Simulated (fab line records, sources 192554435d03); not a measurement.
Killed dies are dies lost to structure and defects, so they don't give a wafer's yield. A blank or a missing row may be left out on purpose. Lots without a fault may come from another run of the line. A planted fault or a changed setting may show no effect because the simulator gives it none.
Split-lot experiment | flow n5_finfet | 7 lots, 21 wafers read, on a route of 1938 steps

THE SPLIT
At N5_BEOL_M13_EXPOSE_07 (exposes mask V12), the setting dose_mj was moved away from the recipe's 24.8 on 2 of the 21 wafers read, by -5.3% to +2.1%. The other wafers ran this setting at the recipe's value.

FROM THE SPLIT TO THE READING: what the file shows between them, 3 steps
- N5_BEOL_M13_PEB_08: peb time 90 s
- N5_BEOL_M13_DEVELOP_09: develop time 45 s
- N5_BEOL_M13_HARDBAKE_14: time 120 s

THE READING
cd_nm, in nm, at N5_BEOL_M13_CD_MEAS_10 (target cd 190 nm). Fault-free wafers of this fab line usually give 191.5 nm, standard deviation 1.1 nm.

wafer  | tool, chamber at the split | dose_mj as run | against the recipe | cd_nm, nm | against lot-mates on the recipe
L075.3 | krf_scanner-02, 0          | 25.31          | +2.1%              | 193.3     | +2.1
L075.4 | krf_scanner-02, 0          | 24.8           | recipe             | 191.5     | -
L075.5 | krf_scanner-02, 0          | 24.8           | recipe             | 191.0     | -
L076.2 | krf_scanner-01, 0          | 24.8           | recipe             | 192.3     | -
L076.3 | krf_scanner-01, 0          | 24.8           | recipe             | 192.7     | -
L076.6 | krf_scanner-01, 0          | 24.8           | recipe             | 193.1     | -
L085.2 | krf_scanner-02, 0          | 24.8           | recipe             | 191.0     | -
L085.3 | krf_scanner-02, 0          | 24.8           | recipe             | 192.2     | -
L085.5 | krf_scanner-02, 0          | 24.8           | recipe             | 191.5     | -
L087.1 | krf_scanner-01, 0          | 24.8           | recipe             | 191.2     | -
L087.2 | krf_scanner-01, 0          | 24.8           | recipe             | 191.7     | -
L087.4 | krf_scanner-01, 0          | 23.49          | -5.3%              | 185.2     | -6.2
L086.3 | krf_scanner-01, 0          | 24.8           | recipe             | 192.3     | -
L086.4 | krf_scanner-01, 0          | 24.8           | recipe             | 191.9     | -
L086.6 | krf_scanner-01, 0          | 24.8           | recipe             | 191.6     | -
L090.2 | krf_scanner-02, 0          | 24.8           | recipe             | 191.6     | -
L090.4 | krf_scanner-02, 0          | 24.8           | recipe             | 192.7     | -
L090.5 | krf_scanner-02, 0          | 24.8           | recipe             | 192.3     | -
L096.1 | krf_scanner-02, 0          | 24.8           | recipe             | 190.7     | -
L096.2 | krf_scanner-02, 0          | 24.8           | recipe             | 191.4     | -
L096.3 | krf_scanner-02, 0          | 24.8           | recipe             | 190.8     | -

THE FIT
A straight line over all 21 wafers: cd_nm changes by +1.17 nm for each +1% of dose_mj; r = +0.91; the points scatter about the line by 0.7 nm.
The same after taking each lot's own level away (the mean of its wafers on the recipe; 21 wafers): +1.16 nm for each +1%; r = +0.97; scatter 0.37 nm.
On that fit, the largest move of dose_mj shifts the reading by 6.1 nm.
The lots' own levels span 190.97 to 192.70 nm, that is 1.6 times the standard deviation above.
So the lot-to-lot level changes the slope little: the two slopes agree.
Check: with one of the wafers moved furthest among these (-5.3%) left out of the fit, the line predicts -5.27 nm for it against its lot-mates. It came out at -6.25 nm against them.

OTHER SPLITS ON THESE WAFERS
These wafers also went through other splits before the reading. Each is held against what the fit with the lots' levels taken away leaves over:
other split on the same wafers   | wafers away from the commonest value | r with cd_nm (lot level and that fit taken away)
N5_BEOL_M6_EXPOSE_25 dose_mj     | 9                                    | +0.13
N5_BEOL_M7_TRENCH_ETCH_37 bias_w | 6                                    | -0.03
N5_BEOL_M7_ETCH_41 source_w      | 5                                    | -0.21
N5_BEOL_M9_COAT_22 spin_rpm      | 5                                    | +0.05
N5_BEOL_M10_PECVD_70 temp_c      | 3                                    | +0.18
N5_BEOL_M12_EXPOSE_07 dose_mj    | 8                                    | +0.23
N5_BEOL_M12_PEB_08 peb_time_s    | 7                                    | -0.15

THE FILE'S OWN FIT
cd_nm changes by +1.16 nm for each +1% of dose_mj, r = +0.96.
